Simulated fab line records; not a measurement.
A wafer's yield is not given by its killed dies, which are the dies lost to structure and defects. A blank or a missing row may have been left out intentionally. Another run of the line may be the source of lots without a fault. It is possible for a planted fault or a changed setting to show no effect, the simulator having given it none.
Which tool was responsible? + flow n5_finfet + Sampling: 15 lots, 44 wafers, 4 of 1938 route steps

== WHAT THE GAUGES READ, wafer by wafer ==
No reading from a measuring or inspecting step in the record can be judged against a usual standard deviation.

== EACH LOT AND THE TOOL THAT RAN IT (in order: tool; ch and the chambers of the sampled wafers; start) ==
| lot  | N5_PMOS_HMC_CHANNEL_EPI_CMP_21 | N5_FIN_SAQP_PECVD_47           | N5_FIN_SAQP_DEVELOP_15           | N5_FIN_SAQP_STRIP_55              |
|------|--------------------------------|--------------------------------|----------------------------------|-----------------------------------|
| L825 | cmp-04 ch 0,2, day 2 07:25     | pecvd-02 ch 0,1,2, day 2 09:20 | litho_track-04 ch 0, day 2 09:49 | rie_diel-06 ch 0,1,2, day 2 10:27 |
| L826 | cmp-04 ch 0, day 2 13:29       | pecvd-01 ch 0, day 2 15:22     | litho_track-04 ch 0, day 2 16:02 | rie_diel-04 ch 1,2, day 2 16:37   |
| L827 | cmp-01 ch 0,1, day 2 19:10     | pecvd-01 ch 0, day 2 21:31     | litho_track-01 ch 0, day 2 22:11 | rie_diel-04 ch 1,2, day 2 22:43   |
| L828 | cmp-02 ch 0,1, day 3 01:41     | pecvd-02 ch 0,1, day 3 03:07   | litho_track-04 ch 0, day 3 03:36 | rie_diel-06 ch 0,1,3, day 3 04:28 |
| L829 | cmp-02 ch 0,3, day 3 07:55     | pecvd-01 ch 0,2, day 3 09:28   | litho_track-01 ch 0, day 3 10:04 | rie_diel-06 ch 1,2, day 3 10:41   |
| L830 | cmp-02 ch 0,2,3, day 3 14:23   | pecvd-02 ch 0,2, day 3 15:56   | litho_track-04 ch 0, day 3 16:25 | rie_diel-02 ch 1,2,3, day 3 17:00 |
| L831 | cmp-01 ch 0,1,2, day 3 19:56   | pecvd-01 ch 0,1, day 3 21:23   | litho_track-04 ch 0, day 3 22:03 | rie_diel-06 ch 0,2, day 3 22:35   |
| L832 | cmp-01 ch 0,1, day 4 03:10     | pecvd-01 ch 0,1, day 4 04:52   | litho_track-01 ch 0, day 4 05:33 | rie_diel-06 ch 1,2, day 4 06:27   |
| L834 | cmp-02 ch 0,2, day 4 13:47     | pecvd-03 ch 0,1, day 4 15:25   | litho_track-04 ch 0, day 4 15:55 | rie_diel-02 ch 1,2, day 4 16:31   |
| L835 | cmp-02 ch 1,2,3, day 4 19:53   | pecvd-02 ch 0,1,2, day 4 22:13 | litho_track-01 ch 0, day 4 22:48 | rie_diel-06 ch 1,2, day 4 23:20   |
| L837 | cmp-02 ch 1,2, day 5 07:40     | pecvd-02 ch 0,1,2, day 5 09:13 | litho_track-05 ch 0, day 5 09:48 | rie_diel-04 ch 1,3, day 5 10:34   |
| L838 | cmp-02 ch 0,2,3, day 5 13:52   | pecvd-02 ch 0,2, day 5 15:36   | litho_track-01 ch 0, day 5 16:04 | rie_diel-02 ch 2,3, day 5 16:37   |
| L839 | cmp-02 ch 2,3, day 5 19:16     | pecvd-02 ch 0,2, day 5 20:42   | litho_track-01, day 5 21:10      | rie_diel-06 ch 0,1, day 5 21:44   |
| L840 | cmp-02 ch 0,2,3, day 6 01:10   | pecvd-01 ch 1,2, day 6 03:20   | litho_track-01, day 6 04:01      | rie_diel-06 ch 0,1,2, day 6 05:07 |
| L841 | cmp-04 ch 0,2, day 6 08:24     | pecvd-03 ch 0,1, day 6 10:07   | litho_track-01, day 6 10:35      | rie_diel-04 ch 1,2, day 6 11:08   |
- N5_PMOS_HMC_CHANNEL_EPI_CMP_21: polishes SiGe30, target thk 54 nm.
- N5_FIN_SAQP_PECVD_47: deposits a-Si from SiH4/He, target thk 45 nm, time 36.3 s.
- N5_FIN_SAQP_DEVELOP_15: develop time 30 s.
- N5_FIN_SAQP_STRIP_55: strips in N2/H2.

== AS READ BY THE TOOLS THEMSELVES (means over the sampled wafers that have a number; for cases with no such wafer, the mark the record gives instead) ==
N5_PMOS_HMC_CHANNEL_EPI_CMP_21. Usual: motor_current_A 12.2 A, standard deviation 1.4; retaining_ring_pressure_frac 1.001, standard deviation 0.0054.
| lot  | tool   | motor_current_A (A) | retaining_ring_pressure_frac | flag |
|------|--------|---------------------|------------------------------|------|
| L825 | cmp-04 | 11.7                | 1.004                        |      |
| L826 | cmp-04 | 10.0                | 1.002                        |      |
| L827 | cmp-01 | 12.2                | 1.003                        |      |
| L828 | cmp-02 | 14.0                | 0.998                        |      |
| L829 | cmp-02 | 12.7                | 1.001                        |      |
| L830 | cmp-02 | 12.3                | 0.999                        |      |
| L831 | cmp-01 | 11.1                | 1.000                        |      |
| L832 | cmp-01 | 12.3                | 1.007                        |      |
| L834 | cmp-02 | 12.2                | 1.005                        |      |
| L835 | cmp-02 | 13.1                | 1.001                        |      |
| L837 | cmp-02 | 13.0                | 1.001                        |      |
| L838 | cmp-02 | 12.0                | 0.993                        |      |
| L839 | cmp-02 | 12.1                | 0.999                        |      |
| L840 | cmp-02 | 12.4                | 1.002                        |      |
| L841 | cmp-04 | 10.9                | 1.001                        |      |

N5_FIN_SAQP_PECVD_47. Usual: heater_power_w 819 W, standard deviation 75; showerhead_plenum_p_Torr 5.68 Torr, standard deviation 0.045; throttle_valve_pct 18.1 %, standard deviation 0.76.
| lot  | tool     | heater_power_w (W) | showerhead_plenum_p_Torr (Torr) | throttle_valve_pct (%) | flag |
|------|----------|--------------------|---------------------------------|------------------------|------|
| L825 | pecvd-02 | 894                | 5.67                            | 18.0                   |      |
| L826 | pecvd-01 | 757                | 5.66                            | 17.8                   |      |
| L827 | pecvd-01 | 752                | 5.66                            | 17.8                   |      |
| L828 | pecvd-02 | 747                | 5.69                            | 18.3                   |      |
| L829 | pecvd-01 | 737                | 5.70                            | 19.0                   |      |
| L830 | pecvd-02 | 873                | 5.65                            | 17.8                   |      |
| L831 | pecvd-01 | 802                | 5.66                            | 17.8                   |      |
| L832 | pecvd-01 | 762                | 5.67                            | 17.9                   |      |
| L834 | pecvd-03 | 846                | 5.76                            | 17.8                   |      |
| L835 | pecvd-02 | 849                | 5.67                            | 17.9                   |      |
| L837 | pecvd-02 | 826                | 5.67                            | 17.9                   |      |
| L838 | pecvd-02 | 941                | 5.65                            | 18.0                   |      |
| L839 | pecvd-02 | 847                | 5.66                            | 18.5                   |      |
| L840 | pecvd-01 | 826                | 5.70                            | 17.9                   |      |
| L841 | pecvd-03 | 813                | 5.71                            | 18.7                   |      |

N5_FIN_SAQP_DEVELOP_15. Usual: chill_plate_temp_C at 23.01 C, with a standard deviation of 0.11.
| lot  | tool           | chill_plate_temp_C (C) | flag |
|------|----------------|------------------------|------|
| L825 | litho_track-04 | 22.89                  |      |
| L826 | litho_track-04 | 23.01                  |      |
| L827 | litho_track-01 | 22.94                  |      |
| L828 | litho_track-04 | 23.01                  |      |
| L829 | litho_track-01 | 23.03                  |      |
| L830 | litho_track-04 | 23.01                  |      |
| L831 | litho_track-04 | 22.94                  |      |
| L832 | litho_track-01 | 22.99                  |      |
| L834 | litho_track-04 | 23.09                  |      |
| L835 | litho_track-01 | 23.02                  |      |
| L837 | litho_track-05 | 23.11                  |      |
| L838 | litho_track-01 | 22.95                  |      |
| L839 | litho_track-01 | -                      | OFF  |
| L840 | litho_track-01 | -                      | OFF  |
| L841 | litho_track-01 | -                      | OFF  |

N5_FIN_SAQP_STRIP_55. Usual: drypump_motor_current_A 5.9 A, standard deviation 0.52; oes_product_au 0.79 a.u., standard deviation 0.071; rf_vpp_V 122.0 V, standard deviation 1.5; showerhead_plenum_p_Torr 3.37 Torr, standard deviation 0.11; temp_c 39.99 C, standard deviation 0.11; throttle_valve_pct 19.0 %, standard deviation 0.4.
| lot  | tool        | drypump_motor_current_A (A) | oes_product_au (a.u.) | rf_vpp_V (V) | showerhead_plenum_p_Torr (Torr) | temp_c (C) | throttle_valve_pct (%) | flag |
|------|-------------|-----------------------------|-----------------------|--------------|---------------------------------|------------|------------------------|------|
| L825 | rie_diel-06 | 5.7                         | 0.82                  | 120.1        | 3.36                            | 40.08      | 19.2                   |      |
| L826 | rie_diel-04 | 6.0                         | 0.81                  | 121.9        | 3.51                            | 39.80      | 18.9                   |      |
| L827 | rie_diel-04 | 5.9                         | 0.80                  | 121.9        | 3.49                            | 39.92      | 18.9                   |      |
| L828 | rie_diel-06 | 6.2                         | 0.82                  | 121.8        | 3.40                            | 40.09      | 19.1                   |      |
| L829 | rie_diel-06 | 5.2                         | 0.80                  | 123.3        | 3.34                            | 40.07      | 19.4                   |      |
| L830 | rie_diel-02 | 6.4                         | 0.78                  | 121.6        | 3.34                            | 39.98      | 18.7                   |      |
| L831 | rie_diel-06 | 5.4                         | 0.78                  | 121.4        | 3.38                            | 39.87      | 19.5                   |      |
| L832 | rie_diel-06 | 5.5                         | 0.85                  | 121.7        | 3.31                            | 39.91      | 19.1                   |      |
| L834 | rie_diel-02 | 6.2                         | 0.81                  | 121.2        | 3.37                            | 39.93      | 18.5                   |      |
| L835 | rie_diel-06 | 5.2                         | 0.79                  | 122.3        | 3.33                            | 39.98      | 19.4                   |      |
| L837 | rie_diel-04 | 5.9                         | 0.71                  | 122.6        | 3.28                            | 40.01      | 18.6                   |      |
| L838 | rie_diel-02 | 6.2                         | 0.71                  | 121.9        | 3.30                            | 39.98      | 18.7                   |      |
| L839 | rie_diel-06 | 6.2                         | 0.79                  | 122.1        | 3.36                            | 39.97      | 19.0                   |      |
| L840 | rie_diel-06 | 5.7                         | 0.78                  | 121.9        | 3.34                            | 39.86      | 19.2                   |      |
| L841 | rie_diel-04 | 5.9                         | 0.81                  | 122.6        | 3.51                            | 39.90      | 19.0                   |      |

== THE ANSWER, worked out from the rows above alone ==
Rule: a lot is off if the mean of its wafers that have a number lies more than 3 standard deviations from the usual mean. A lot without any number at a reading at which 4 lots or more have one is off too. Any other lot the step has rows for is counted as sound. After the gauges, taken in route order, come the tools' own readings; for these a lot's mean is taken, as printed above. At the first step where some lot is off, the reading lying furthest off is the one used; lots without a number count as furthest.
Off: L839, L840, L841, at N5_FIN_SAQP_DEVELOP_15 (chill_plate_temp_C). Without a number there: L839, L840, L841.
If a tool, at that step or one of the process steps before it, ran each lot that is off and ran no sound lot following the first of them, it fits. One fits: litho_track-01 at N5_FIN_SAQP_DEVELOP_15. Its last sound lot is L838 (day 5 16:04), its first lot that is off L839 (day 5 21:10): a fault that began between those two fits.
Blank at N5_FIN_SAQP_DEVELOP_15 on the lots that are off, where sound lots have numbers: chill_plate_temp_C.

== WHAT HAD BEEN PUT IN BY THE SIMULATOR ==
Entire step skipped (litho_track-01, N5_FIN_SAQP_DEVELOP_15), from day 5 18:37 onward. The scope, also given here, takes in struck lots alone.
Lots struck among those shown: L839, L840, L841. This agrees with what the rule above found.
